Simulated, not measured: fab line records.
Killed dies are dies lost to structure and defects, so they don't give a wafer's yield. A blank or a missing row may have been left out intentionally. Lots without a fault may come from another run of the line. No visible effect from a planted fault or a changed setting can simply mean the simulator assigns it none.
The tool behind it: which one? | flow n5-finfet | 24 lots, 72 wafers sampled, at 6 steps of a route of 1938

== WHAT THE GAUGES SHOWED, per wafer ==
N5_DUMMY_GATE_OVL_MEAS_16. Usual: for GATE_OVL the level is -0.2 nm and the standard deviation is 0.58.
lot  | measured    | on         | GATE_OVL (nm)  | flag
L074 | day 3 03:31 | overlay-01 | -0.4 -0.8 0.2  |
L075 | day 3 05:58 | overlay-02 | -0.8 -0.5 -1.4 |
L076 | day 3 11:23 | overlay-02 | 0.6 0.8 0.4    |
L077 | day 3 18:17 | overlay-02 | -0.5 0.0 -1.4  |
L078 | day 4 02:45 | overlay-02 | -0.4 -0.3 0.1  |
L079 | day 4 04:47 | overlay-02 | -0.9 -1.3 -1.1 |
L080 | day 4 11:31 | overlay-01 | 0.2 -0.2 -0.3  |
L081 | day 4 16:35 | overlay-01 | 0.1 0.3 -0.2   |
L082 | day 4 23:07 | overlay-02 | -1.3 -1.6 -0.7 |
L083 | day 5 09:40 | overlay-01 | -0.2 0.8 -0.3  |
L084 | day 5 15:22 | overlay-02 | -0.1 -0.4 -0.8 |
L085 | day 5 21:17 | overlay-01 | -0.3 0.3 -0.7  |
L086 | day 6 04:57 | overlay-01 | 0.7 0.5 0.7    |
L087 | day 6 06:41 | overlay-01 | -1.4 -0.2 -1.2 |
L088 | day 6 13:39 | overlay-02 | -0.2 -0.2 0.2  |
L089 | day 6 21:15 | overlay-01 | -0.8 -0.5 -0.4 |
L090 | day 7 01:23 | overlay-02 | -0.8 -0.2 0.3  |
L091 | day 7 08:10 | overlay-02 | 0.4 0.6 0.5    |
L092 | day 7 13:27 | overlay-02 | -0.4 -0.4 0.4  |
L093 | day 7 21:13 | overlay-01 | -0.1 1.0 1.2   |
L094 | day 7 22:41 | overlay-01 | -0.7 0.6 1.0   |
L095 | day 8 05:07 | overlay-01 | 0.0 0.8 0.7    |
L096 | day 8 09:23 | overlay-02 | -0.5 0.3 -0.7  |
L097 | day 8 16:02 | overlay-01 | -0.2 0.0 -0.2  |

== TOOL THAT RAN EACH LOT (tool first, then ch and the chambers of the sampled wafers, then the start) ==
lot  | N5_FIN_SAQP_ETCH_69               | N5_FIN_SAQP_MANDREL2_REMOVE_60  | N5_FIN_CUT_ETCH_30                | N5_STI_FIN_REVEAL_ALD_00         | N5_DUMMY_GATE_ALD_02
L074 | rie-diel-06 ch 1,2,3, day 2 02:59 | rie-si-02 ch 2,3, day 2 03:44   | rie-diel-03 ch 0,2,3, day 2 05:11 | ald-sin-02 ch 0,3, day 2 06:42   | ald-sin-04 ch 0,2,3, day 2 17:54
L075 | rie-diel-06 ch 1,2,3, day 2 07:34 | rie-si-02 ch 0,2,3, day 2 08:18 | rie-diel-04 ch 0,2, day 2 09:41   | ald-sin-02 ch 1,2,3, day 2 10:40 | ald-sin-01 ch 1,2,3, day 2 20:25
L076 | rie-diel-01 ch 0,2,3, day 2 13:34 | rie-si-03 ch 0,1,3, day 2 14:18 | rie-diel-03 ch 0,2,3, day 2 15:40 | ald-sin-02 ch 1,2, day 2 16:35   | ald-sin-04 ch 1,2,3, day 3 02:07
L077 | rie-diel-06 ch 0,1,3, day 2 20:58 | rie-si-02 ch 2,3, day 2 21:58   | rie-diel-03 ch 0,1, day 2 23:20   | ald-sin-04 ch 0,1,3, day 3 00:15 | ald-sin-04 ch 1,3, day 3 09:44
L078 | rie-diel-06 ch 0,1,3, day 3 04:27 | rie-si-04 ch 0,1,3, day 3 05:10 | rie-diel-05 ch 0,1,2, day 3 06:19 | ald-sin-02 ch 0,2,3, day 3 07:17 | ald-sin-02 ch 1,2,3, day 3 16:23
L079 | rie-diel-01 ch 0,3, day 3 08:20   | rie-si-02 ch 0,1, day 3 09:09   | rie-diel-05 ch 0,1, day 3 10:29   | ald-sin-02 ch 0,1, day 3 11:26   | ald-sin-01 ch 1,2, day 3 20:22
L080 | rie-diel-02 ch 1,2,3, day 3 13:31 | rie-si-03 ch 0,1, day 3 14:23   | rie-diel-04 ch 1,2,3, day 3 15:44 | ald-sin-02 ch 0,3, day 3 16:54   | ald-sin-04 ch 1,2, day 4 03:07
L081 | rie-diel-01 ch 0,1, day 3 19:47   | rie-si-03 ch 1,3, day 3 20:30   | rie-diel-05 ch 0,2,3, day 3 22:04 | ald-sin-04 ch 1,2, day 3 22:59   | ald-sin-02 ch 1,3, day 4 08:01
L082 | rie-diel-06 ch 1,3, day 4 02:32   | rie-si-03 ch 2,3, day 4 03:15   | rie-diel-04 ch 0,1,2, day 4 04:25 | ald-sin-03 ch 0,2,3, day 4 05:20 | ald-sin-02 ch 0,1, day 4 14:41
L083 | rie-diel-06 ch 1,2, day 4 09:04   | rie-si-04 ch 0,2,3, day 4 10:09 | rie-diel-05 ch 0,1,2, day 4 11:34 | ald-sin-03 ch 0,1, day 4 13:23   | ald-sin-02 ch 0,1,3, day 4 23:19
L084 | rie-diel-02 ch 0,1,3, day 4 15:27 | rie-si-04 ch 1,2,3, day 4 17:14 | rie-diel-03 ch 0,1,3, day 4 18:41 | ald-sin-04 ch 0,1,2, day 4 19:53 | ald-sin-04 ch 0,2,3, day 5 05:07
L085 | rie-diel-06 ch 0,2,3, day 4 22:43 | rie-si-04 ch 1,2, day 4 23:25   | rie-diel-04 ch 0,3, day 5 00:46   | ald-sin-02 ch 1,2, day 5 03:10   | ald-sin-02 ch 1,2, day 5 12:52
L086 | rie-diel-02 ch 0,1,3, day 5 04:06 | rie-si-04 ch 2,3, day 5 04:52   | rie-diel-03 ch 0,1,3, day 5 06:07 | ald-sin-03 ch 0,1,3, day 5 07:03 | ald-sin-01 ch 1,2,3, day 5 16:29
L087 | rie-diel-06 ch 1,2,3, day 5 07:58 | rie-si-04 ch 1,3, day 5 08:41   | rie-diel-05 ch 0,2,3, day 5 09:50 | ald-sin-02 ch 0,1,2, day 5 10:45 | ald-sin-04 ch 0,2,3, day 5 20:24
L088 | rie-diel-01 ch 1,2,3, day 5 14:23 | rie-si-02 ch 1,2, day 5 15:56   | rie-diel-05 ch 0,1,3, day 5 17:32 | ald-sin-03 ch 0,3, day 5 19:15   | ald-sin-02 ch 0,2,3, day 6 05:14
L089 | rie-diel-02 ch 1,2,3, day 5 21:16 | rie-si-03 ch 0,3, day 5 22:17   | rie-diel-03 ch 1,2,3, day 5 23:28 | ald-sin-03 ch 1,2, day 6 00:22   | ald-sin-04 ch 0,1,3, day 6 10:43
L090 | rie-diel-02 ch 0,1,3, day 6 03:08 | rie-si-03 ch 1,2,3, day 6 04:28 | rie-diel-04 ch 0,2,3, day 6 05:47 | ald-sin-02 ch 0,1,2, day 6 07:17 | ald-sin-04 ch 2,3, day 6 16:49
L091 | rie-diel-02 ch 1,2,3, day 6 09:36 | rie-si-02 ch 0,2,3, day 6 11:24 | rie-diel-04 ch 1,2,3, day 6 12:42 | ald-sin-04 ch 0,1,3, day 6 13:39 | ald-sin-01 ch 1,2, day 6 23:43
L092 | rie-diel-01 ch 0,1,3, day 6 16:20 | rie-si-03 ch 0,3, day 6 17:22   | rie-diel-04 ch 0,1,2, day 6 18:39 | ald-sin-04 ch 0,1,3, day 6 19:34 | ald-sin-01 ch 1,2, day 7 04:54
L093 | rie-diel-06 ch 0,2,3, day 6 21:00 | rie-si-04 ch 0,1, day 6 21:43   | rie-diel-03 ch 0,1,2, day 6 23:00 | ald-sin-04 ch 1,2, day 7 00:01   | ald-sin-01 ch 0,2,3, day 7 09:01
L094 | rie-diel-01 ch 1,2,3, day 7 00:34 | rie-si-03 ch 0,1, day 7 01:25   | rie-diel-05 ch 0,3, day 7 02:41   | ald-sin-03 ch 0,1,3, day 7 04:57 | ald-sin-01 ch 0,1,3, day 7 14:09
L095 | rie-diel-06 ch 0,3, day 7 06:40   | rie-si-04 ch 0,2,3, day 7 07:37 | rie-diel-05 ch 0,1, day 7 09:27   | ald-sin-03 ch 0,1,3, day 7 10:23 | ald-sin-04 ch 1,2, day 7 20:00
L096 | rie-diel-06 ch 0,1,3, day 7 12:53 | rie-si-03 ch 0,3, day 7 13:37   | rie-diel-05 ch 0,2, day 7 14:53   | ald-sin-03 ch 0,1,3, day 7 15:48 | ald-sin-01 ch 0,1,3, day 8 00:48
L097 | rie-diel-01 ch 1,3, day 7 18:45   | rie-si-03 ch 0,1,3, day 7 19:58 | rie-diel-05 ch 1,2, day 7 21:08   | ald-sin-04 ch 0,1,2, day 7 22:03 | ald-sin-01 ch 1,2,3, day 8 07:30
- N5_FIN_SAQP_ETCH_69: etches SOC in N2/H2, stops on SiNx, target depth 150 nm.
- N5_FIN_SAQP_MANDREL2_REMOVE_60: chemistry HBr/Cl2/O2, target a-Si, stops on SiNx, bt time 10 s.
- N5_FIN_CUT_ETCH_30: etches underlayer in N2/H2, target depth 13 nm, time 10.4 s.
- N5_STI_FIN_REVEAL_ALD_00: deposits SiO2, target thk 1 nm, pulse time 1 s.
- N5_DUMMY_GATE_ALD_02: deposits SiO2, target thk 2 nm, pulse time 1 s.

== WHAT THE TOOLS THEMSELVES READ (means of the sampled wafers that have a number; where no wafer has one, the mark that the record gives instead) ==
N5_FIN_SAQP_ETCH_69. Usual: drypump-motor-current-A 5.7 A, standard deviation 0.55; oes-product-au 0.82 a.u., standard deviation 0.088; rf-vpp-V 241.0 V, standard deviation 1.7; showerhead-plenum-p-Torr 2.56 Torr, standard deviation 0.11; throttle-valve-pct 17.78 %, standard deviation 0.21.
lot  | tool        | drypump-motor-current-A (A) | oes-product-au (a.u.) | rf-vpp-V (V) | showerhead-plenum-p-Torr (Torr) | throttle-valve-pct (%) | flag
L074 | rie-diel-06 | 5.7                         | 0.83                  | 240.4        | 2.52                            | 17.85                  |
L075 | rie-diel-06 | 5.8                         | 0.83                  | 240.3        | 2.52                            | 17.87                  |
L076 | rie-diel-01 | 6.1                         | 0.72                  | 239.9        | 2.48                            | 17.97                  |
L077 | rie-diel-06 | 5.7                         | 0.81                  | 240.2        | 2.52                            | 17.82                  |
L078 | rie-diel-06 | 5.7                         | 0.81                  | 240.8        | 2.52                            | 17.83                  |
L079 | rie-diel-01 | 5.8                         | 0.69                  | 240.1        | 2.47                            | 18.10                  |
L080 | rie-diel-02 | 5.4                         | 0.90                  | 241.7        | 2.60                            | 17.57                  |
L081 | rie-diel-01 | 5.9                         | 0.74                  | 239.2        | 2.47                            | 17.94                  |
L082 | rie-diel-06 | 6.2                         | 0.84                  | 240.0        | 2.54                            | 17.78                  |
L083 | rie-diel-06 | 6.3                         | 0.85                  | 240.9        | 2.55                            | 17.87                  |
L084 | rie-diel-02 | 5.4                         | 0.89                  | 241.7        | 2.56                            | 17.53                  |
L085 | rie-diel-06 | 5.3                         | 0.92                  | 243.2        | 2.70                            | 17.68                  |
L086 | rie-diel-02 | 5.4                         | 0.88                  | 241.2        | 2.56                            | 17.54                  |
L087 | rie-diel-06 | 5.8                         | 0.86                  | 241.3        | 2.62                            | 17.75                  |
L088 | rie-diel-01 | 5.8                         | 0.77                  | 240.6        | 2.51                            | 17.82                  |
L089 | rie-diel-02 | 5.4                         | 0.85                  | 241.5        | 2.59                            | 17.61                  |
L090 | rie-diel-02 | 5.4                         | 0.86                  | 241.3        | 2.56                            | 17.56                  |
L091 | rie-diel-02 | 5.4                         | 0.84                  | 240.7        | 2.59                            | 17.62                  |
L092 | rie-diel-01 | 5.7                         | 0.76                  | 239.9        | 2.48                            | 17.90                  |
L093 | rie-diel-06 | 5.3                         | 0.90                  | 242.9        | 2.70                            | 17.69                  |
L094 | rie-diel-01 | 5.8                         | 0.75                  | 240.3        | 2.50                            | 17.85                  |
L095 | rie-diel-06 | 5.2                         | 0.88                  | 243.3        | 2.69                            | 17.60                  |
L096 | rie-diel-06 | 5.7                         | 0.85                  | 242.4        | 2.62                            | 17.74                  |
L097 | rie-diel-01 | 5.4                         | 0.75                  | 240.3        | 2.51                            | 17.90                  |

N5_FIN_SAQP_MANDREL2_REMOVE_60. Usual: drypump-motor-current-A 5.7 A, standard deviation 0.43; mfc-cl2-sccm 79.98 sccm, standard deviation 0.24; oes-product-au 0.995 a.u., standard deviation 0.02; throttle-valve-pct 36.7 %, standard deviation 0.31.
lot  | tool      | drypump-motor-current-A (A) | mfc-cl2-sccm (sccm) | oes-product-au (a.u.) | throttle-valve-pct (%) | flag
L074 | rie-si-02 | 5.6                         | 79.82               | 0.992                 | 36.4                   |
L075 | rie-si-02 | 5.4                         | 80.01               | 1.000                 | 36.4                   |
L076 | rie-si-03 | 5.7                         | 79.84               | 0.986                 | 36.7                   |
L077 | rie-si-02 | 5.7                         | 79.82               | 0.987                 | 36.4                   |
L078 | rie-si-04 | 6.2                         | 79.94               | 1.010                 | 36.5                   |
L079 | rie-si-02 | 5.2                         | 80.04               | 0.990                 | 37.0                   |
L080 | rie-si-03 | 5.8                         | 80.09               | 1.000                 | 36.8                   |
L081 | rie-si-03 | 5.7                         | 80.00               | 0.968                 | 36.9                   |
L082 | rie-si-03 | 5.9                         | 79.85               | 0.966                 | 36.9                   |
L083 | rie-si-04 | 5.7                         | 79.96               | 1.017                 | 36.4                   |
L084 | rie-si-04 | 5.8                         | 80.20               | 1.015                 | 36.5                   |
L085 | rie-si-04 | 5.4                         | 80.16               | 1.015                 | 36.6                   |
L086 | rie-si-04 | 5.4                         | 79.95               | 1.020                 | 36.4                   |
L087 | rie-si-04 | 6.3                         | 79.96               | 1.014                 | 36.5                   |
L088 | rie-si-02 | 5.6                         | 79.91               | 0.990                 | 36.7                   |
L089 | rie-si-03 | 5.7                         | 79.83               | 0.983                 | 36.7                   |
L090 | rie-si-03 | 5.9                         | 79.85               | 0.968                 | 37.0                   |
L091 | rie-si-02 | 5.4                         | 79.92               | 0.991                 | 36.4                   |
L092 | rie-si-03 | 5.7                         | 79.97               | 0.989                 | 36.6                   |
L093 | rie-si-04 | 6.0                         | 79.88               | 1.011                 | 36.6                   |
L094 | rie-si-03 | 5.8                         | 80.05               | 0.999                 | 36.8                   |
L095 | rie-si-04 | 5.7                         | 79.94               | 1.010                 | 36.5                   |
L096 | rie-si-03 | 5.7                         | 79.73               | 0.992                 | 36.6                   |
L097 | rie-si-03 | 5.7                         | 80.11               | 0.988                 | 36.8                   |

N5_FIN_CUT_ETCH_30. Usual: drypump-motor-current-A 5.6 A, standard deviation 0.5; etch-rf-on-time-s 10.38 s, standard deviation 0.26; oes-product-au 0.65 a.u., standard deviation 0.075; rf-vpp-V 523.5 V, standard deviation 2.6; showerhead-plenum-p-Torr 2.52 Torr, standard deviation 0.084; throttle-valve-pct 17.8 %, standard deviation 0.35.
lot  | tool        | drypump-motor-current-A (A) | etch-rf-on-time-s (s) | oes-product-au (a.u.) | rf-vpp-V (V) | showerhead-plenum-p-Torr (Torr) | throttle-valve-pct (%) | flag
L074 | rie-diel-03 | 5.9                         | 10.39                 | 0.64                  | 525.5        | 2.56                            | 17.9                   |
L075 | rie-diel-04 | 5.5                         | 10.09                 | 0.64                  | 521.3        | 2.47                            | 17.9                   |
L076 | rie-diel-03 | 5.9                         | 10.31                 | 0.64                  | 524.0        | 2.56                            | 17.9                   |
L077 | rie-diel-03 | 5.2                         | 10.43                 | 0.77                  | 526.1        | 2.65                            | 18.1                   |
L078 | rie-diel-05 | 5.7                         | 10.53                 | 0.69                  | 524.5        | 2.55                            | 17.5                   |
L079 | rie-diel-05 | 5.6                         | 10.48                 | 0.77                  | 523.7        | 2.54                            | 17.4                   |
L080 | rie-diel-04 | 5.8                         | 10.37                 | 0.66                  | 522.4        | 2.48                            | 17.9                   |
L081 | rie-diel-05 | 5.4                         | 10.27                 | 0.68                  | 524.8        | 2.57                            | 17.3                   |
L082 | rie-diel-04 | 5.5                         | 10.19                 | 0.63                  | 521.5        | 2.46                            | 17.9                   |
L083 | rie-diel-05 | 5.7                         | 10.61                 | 0.66                  | 523.8        | 2.54                            | 17.5                   |
L084 | rie-diel-03 | 5.4                         | 10.32                 | 0.66                  | 524.9        | 2.57                            | 18.1                   |
L085 | rie-diel-04 | 5.8                         | 10.27                 | 0.67                  | 522.1        | 2.45                            | 17.7                   |
L086 | rie-diel-03 | 5.3                         | 10.43                 | 0.66                  | 525.4        | 2.57                            | 18.1                   |
L087 | rie-diel-05 | 5.4                         | 10.33                 | 0.67                  | 524.0        | 2.56                            | 17.4                   |
L088 | rie-diel-05 | 5.4                         | 10.49                 | 0.67                  | 522.3        | 2.50                            | 17.6                   |
L089 | rie-diel-03 | 5.7                         | 10.25                 | 0.68                  | 525.8        | 2.62                            | 18.0                   |
L090 | rie-diel-04 | 5.8                         | 10.14                 | 0.64                  | 521.5        | 2.47                            | 17.9                   |
L091 | rie-diel-04 | 5.8                         | 10.28                 | 0.64                  | 522.2        | 2.47                            | 17.9                   |
L092 | rie-diel-04 | 5.5                         | 10.24                 | 0.62                  | 521.4        | 2.46                            | 17.9                   |
L093 | rie-diel-03 | 5.7                         | 10.18                 | 0.68                  | 526.6        | 2.61                            | 17.9                   |
L094 | rie-diel-05 | 5.3                         | 10.39                 | 0.71                  | 524.6        | 2.55                            | 17.3                   |
L095 | rie-diel-05 | 5.7                         | 10.75                 | 0.65                  | 521.0        | 2.47                            | 17.7                   |
L096 | rie-diel-05 | 5.6                         | 10.48                 | 0.63                  | 526.2        | 2.60                            | 17.3                   |
L097 | rie-diel-05 | 5.8                         | 10.70                 | 0.59                  | 522.2        | 2.48                            | 17.9                   |

N5_STI_FIN_REVEAL_ALD_00. Usual: heater-power-outer-w 260 W, standard deviation 27; heater-power-w 461 W, standard deviation 41; precursor-pulse-height-rel 0.999, standard deviation 0.02.
lot  | tool       | heater-power-outer-w (W) | heater-power-w (W) | precursor-pulse-height-rel | flag
L074 | ald-sin-02 | 244                      | 432                | 1.004                      |
L075 | ald-sin-02 | 260                      | 450                | 1.006                      |
L076 | ald-sin-02 | 283                      | 480                | 0.993                      |
L077 | ald-sin-04 | 276                      | 493                | 1.021                      |
L078 | ald-sin-02 | 248                      | 442                | 0.991                      |
L079 | ald-sin-02 | 271                      | 465                | 1.000                      |
L080 | ald-sin-02 | 243                      | 425                | 0.995                      |
L081 | ald-sin-04 | 269                      | 462                | 1.009                      |
L082 | ald-sin-03 | 263                      | 482                | 0.995                      |
L083 | ald-sin-03 | 240                      | 433                | 1.009                      |
L084 | ald-sin-04 | 278                      | 487                | 0.987                      |
L085 | ald-sin-02 | 280                      | 480                | 0.991                      |
L086 | ald-sin-03 | 251                      | 459                | 1.000                      |
L087 | ald-sin-02 | 264                      | 463                | 0.998                      |
L088 | ald-sin-03 | 266                      | 492                | 0.992                      |
L089 | ald-sin-03 | 233                      | 431                | 1.007                      |
L090 | ald-sin-02 | 268                      | 461                | 1.012                      |
L091 | ald-sin-04 | 274                      | 489                | 1.013                      |
L092 | ald-sin-04 | 271                      | 491                | 1.013                      |
L093 | ald-sin-04 | 284                      | 476                | 0.996                      |
L094 | ald-sin-03 | 253                      | 456                | 1.006                      |
L095 | ald-sin-03 | 251                      | 458                | 1.006                      |
L096 | ald-sin-03 | 254                      | 451                | 1.010                      |
L097 | ald-sin-04 | 270                      | 490                | 1.009                      |

N5_DUMMY_GATE_ALD_02. Usual: heater-power-outer-w 267 W, standard deviation 24; heater-power-w 479 W, standard deviation 38; precursor-pulse-height-rel 1.002, standard deviation 0.021.
lot  | tool       | heater-power-outer-w (W) | heater-power-w (W) | precursor-pulse-height-rel | flag
L074 | ald-sin-04 | 265                      | 465                | 1.004                      |
L075 | ald-sin-01 | 271                      | 491                | 0.995                      |
L076 | ald-sin-04 | 259                      | 457                | 1.011                      |
L077 | ald-sin-04 | 258                      | 455                | 0.972                      |
L078 | ald-sin-02 | 264                      | 453                | 1.009                      |
L079 | ald-sin-01 | 259                      | 487                | 1.024                      |
L080 | ald-sin-04 | 270                      | 460                | 1.023                      |
L081 | ald-sin-02 | 251                      | 430                | 1.005                      |
L082 | ald-sin-02 | 272                      | 476                | 0.982                      |
L083 | ald-sin-02 | 256                      | 448                | 1.005                      |
L084 | ald-sin-04 | 258                      | 477                | 0.981                      |
L085 | ald-sin-02 | 274                      | 478                | 0.998                      |
L086 | ald-sin-01 | 275                      | 501                | 1.007                      |
L087 | ald-sin-04 | 261                      | 473                | 1.007                      |
L088 | ald-sin-02 | 251                      | 437                | 1.001                      |
L089 | ald-sin-04 | 270                      | 490                | 0.993                      |
L090 | ald-sin-04 | 250                      | 440                | 0.992                      |
L091 | ald-sin-01 | 266                      | 499                | 0.986                      |
L092 | ald-sin-01 | 261                      | 505                | 1.007                      |
L093 | ald-sin-01 | 276                      | 508                | 0.978                      |
L094 | ald-sin-01 | 266                      | 481                | 1.012                      |
L095 | ald-sin-04 | 285                      | 468                | 0.992                      |
L096 | ald-sin-01 | 267                      | 486                | 1.012                      |
L097 | ald-sin-01 | 275                      | 506                | 1.005                      |

== THE ANSWER, worked out from the rows above alone ==
Rule: a lot counts as off when the mean over its wafers that have a number is more than 3 standard deviations away from the usual mean. A lot without any number at a reading at which 4 lots or more have one is off too. The other lots that the step has rows for count as sound. First the gauges in route order, then the tools' own readings, where a lot's mean is used as printed above. At the first step where some lot is off, the reading lying furthest off is the one used; lots without a number count as furthest.
Nothing can be told from this: no lot is off at any reading shown.

== WHAT THE SIMULATOR HAD INSERTED ==
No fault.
